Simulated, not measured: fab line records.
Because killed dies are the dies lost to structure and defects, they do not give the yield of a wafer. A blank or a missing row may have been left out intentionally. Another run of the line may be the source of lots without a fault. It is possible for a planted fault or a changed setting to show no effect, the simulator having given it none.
A lot that was struck, set against a sound lot :: flow n5 finfet :: 43 steps out of a route of 1938
Sound: wafers L603.3, L603.4, L603.6. Struck: wafer L615.5; the same lot's L615.6 was not struck, so it is left out; see the end for the cause.
Each step with rows lists, per side, the tool, then ch with its chambers, then its first start. Under that, the readings that differ: sound wafers :: struck wafers :: difference of the means :: sigmas: that difference in standard deviations of wafers without a fault.
alike: a reading whose means differ by less than 2 such deviations, as well as words and numbers matching on both sides. not compared: withheld readings; readings where some wafer has no value; bounds like >300 that might hide an equal value; numbers whose values overlap and for which the record gives no deviation.
The two part at a step that has a row with sigmas, a row that says differs or no value, or rows on one side only. Numbers that have no deviation but don't overlap get no sigmas and don't part them. Lack of a reading on every wafer of one side parts them only where that side has two or more wafers.

first, 3 steps without rows for these wafers: N5_BEOL_M0_ANNEAL_135 (time 60 s); N5_BEOL_M0_SPUTTER_141 (material Cu, target thk 4 nm, time 7.37 s); N5_BEOL_M0_ECD_118 (material Cu, target thk 300 nm).
N5_BEOL_M0_ANNEAL_119: time 90 s.
  sound on rtp anneal-02 ch 0, day 6 15:47; struck on rtp anneal-01 ch 0, day 10 15:16
  alike: wafer_temp_C_max
then, 1 step without rows for these wafers: N5_BEOL_M0_CMP_120 (polishes, stops on SiOC, t overpolish 6.9 s).
N5_BEOL_M0_PRE_CLEAN_131: time 15 s.
  sound on cvd co-01 ch 0,1,2, day 6 16:20; struck on cvd co-01 ch 1, day 10 15:44
  alike: heater power w
N5_BEOL_M0_CO_CAP_123: material Co, precursor CCTBA/H2, target thk 2 nm, time 102.1 s.
  sound on cvd co-01 ch 0,1,2, day 6 16:22; struck on cvd co-01 ch 1, day 10 15:47
  alike: heater power w
then, 2 steps without rows for these wafers: N5_BEOL_M0_PRE_CLEAN_124 (time 15 s); N5_BEOL_M0_DEP_125 (deposits SiCN from 3MS/NH3, target thk 8 nm, time 14 s).
N5_BEOL_M0_RS_MEAS_126: measures by four-point-probe.
  struck on film metro-01, day 10 15:56; sound on film metro-01, day 6 16:33
  alike: M0_RS
N5_BEOL_M0_INSPECT_127: inspects for defects (darkfield).
  struck on defect inspect-02, day 10 15:58; sound on defect inspect-02, day 6 16:35
reading: raw defect count
sound: 37 46 59
struck: 97
difference: +50
sigmas: +2
N5_BEOL_M1_ILD_DEP_00: deposits SiOC from DEMS/O2, target thk 79 nm, time 15.3 s.
  sound on pecvd-03 ch 0,1, day 6 16:37; struck on pecvd-03 ch 0, day 10 16:01
reading: model.SiOC_of_BEOL_M1_ILD_DEP_00.thk nm (nm)
sound: 78 79 79
struck: 91.4
difference: +12.7
sigmas: 
  alike: heater power w, showerhead plenum p Torr, throttle valve pct
N5_BEOL_M1_THK_MEAS_01:
  struck on film metro-01, day 10 16:04; sound on film metro-02, day 6 16:41
reading: M1_ILD_THK (nm)
sound: 77.9 79.0 79.0
struck: 91.3
difference: +12.7
sigmas: +13
then, 11 steps without rows for these wafers: N5_BEOL_M1_PECVD_72 (deposits SiO2 from TEOS/O2, target thk 16 nm, time 18 s); N5_BEOL_M1_HM_DEP_02 (deposits TiN, target thk 20 nm); N5_BEOL_M1_COAT_61 (time 60 s, resist thk 60 nm); N5_BEOL_M1_COAT_62 (time 60 s, resist thk 12 nm); N5_BEOL_M1_COAT_73 (time 60 s, resist thk 5 nm); N5_BEOL_M1_COAT_05 (resist thk 30 nm); N5_BEOL_M1_EBR_07; N5_BEOL_M1_SOFTBAKE_06 (time 60 s); N5_BEOL_M1_EXPOSE_08 (exposes mask M1); N5_BEOL_M1_PEB_09 (peb time 60 s); N5_BEOL_M1_DEVELOP_10 (develop time 30 s).
N5_BEOL_M1_CD_MEAS_11 targets a cd of 17.05 nm.
  sound on cd sem-02 ch 0, day 6 17:34; struck on cd sem-01 ch 0, day 10 17:45
  alike: cd nm
N5_BEOL_M1_OVL_MEAS_12:
  sound on overlay-02 ch 0, day 6 17:36; struck on overlay-01 ch 0, day 10 17:48
  alike: M1_OVL
N5_BEOL_M1_INSPECT_13: inspects for defects (brightfield).
  struck on defect inspect-01, day 10 17:50; sound on defect inspect-01, day 6 17:39
  alike: raw defect count
N5_BEOL_M1_DESCUM_16: chemistry O2, time 7 s.
  sound on rie diel-06 ch 1,2, day 6 17:45; struck on rie diel-05 ch 2, day 10 17:53
  alike: drypump motor current A, oes product au, rf vpp V, showerhead plenum p Torr, throttle valve pct
  not compared: rf hours counter h
then, 6 steps without rows for these wafers: N5_BEOL_M1_ETCH_74 (etches underlayer in N2/H2, target depth 6.5 nm, time 5.2 s); N5_BEOL_M1_ETCH_63 (etches SiARC in CF4, target depth 15.6 nm, time 26 s); N5_BEOL_M1_ETCH_64 (etches SOC in N2/H2, target depth 75 nm, overetch 15 nm, time 112.5 s); N5_BEOL_M1_STRIP_65 (strips in N2/H2); N5_BEOL_M1_STRIP_75 (strips in N2/H2); N5_BEOL_M1_STRIP_66 (strips in CF4).
N5_BEOL_M1_HM_OPEN_17: chemistry Cl2/BCl3, target TiN, target depth 20 nm, overetch 6 nm.
  sound on rie metal-03 ch 0,1, day 6 18:01; struck on rie metal-02 ch 1, day 10 18:11
  alike: drypump motor current A, mfc ar sccm, oes product au, throttle valve pct
  not compared: rf hours counter h
then, 1 step without rows for these wafers: N5_BEOL_M1_STRIP_19 (strips in O2).
N5_BEOL_M1_CD_MEAS_18: pitch 36 nm, target cd 18 nm.
  struck on cd sem-02, day 10 18:22; sound on cd sem-01, day 6 18:11
  alike: cd nm
then, 4 steps without rows for these wafers: N5_BEOL_M1_COAT_67 (time 60 s, resist thk 60 nm); N5_BEOL_M1_COAT_68 (time 60 s, resist thk 12 nm); N5_BEOL_M1_COAT_76 (time 60 s, resist thk 5 nm); N5_BEOL_M1_COAT_22 (resist thk 30 nm).
N5_BEOL_M1_CMP_52: polishes, stops on SiOC, t overpolish 6.8 s, target thk 40 nm.
  sound on cmp-03 ch 0,3, day 7 08:38; struck on cmp-03 ch 2, day 11 03:46
reading: model.Cu_of_BEOL_M1_ECD_50.thk nm (nm)
sound: 40 43 40
struck: 54.8
difference: +13.8
sigmas: 

reading: model.SiOC_of_BEOL_M1_ILD_DEP_00.thk nm (nm)
sound: 77 78 78
struck: 90.4
difference: +12.7
sigmas: 
  alike: edge zone pressure frac, motor current A
-- the record jumps here: 2 days lie between the struck wafers' starts before and after (it left off in module BEOL_M1 and takes up again in module BEOL_M4, whose first step shown is number 1111 of the route) --
N5_BEOL_M4_RC_MEAS_101:
  sound on prober-01 ch 0, day 9 16:58; struck on prober-02 ch 0, day 13 07:13
reading: IOFF_N (nA/um)
sound: 0.17 0.17 0.16
struck: 0.09
difference: -0.08
sigmas: -2

reading: IOFF_P (nA/um)
sound: 0.22 0.23 0.21
struck: 0.13
difference: -0.09
sigmas: -2

reading: SS_P (mV/dec)
sound: 73.3 73.9 72.8
struck: 71.8
difference: -1.5
sigmas: -2

reading: VT_N (mV)
sound: 249 246 250
struck: 258
difference: +10
sigmas: +3

reading: VT_P (mV)
sound: -249 -249 -249
struck: -258
difference: -9
sigmas: -3
  alike: DIBL_N, DIBL_P, ION_N, ION_P, SS_N

== WHERE THEY PART ==
First at N5_BEOL_M0_INSPECT_127; last, within this record, at N5_BEOL_M4_RC_MEAS_101.

WHY: the cause the simulator had injected
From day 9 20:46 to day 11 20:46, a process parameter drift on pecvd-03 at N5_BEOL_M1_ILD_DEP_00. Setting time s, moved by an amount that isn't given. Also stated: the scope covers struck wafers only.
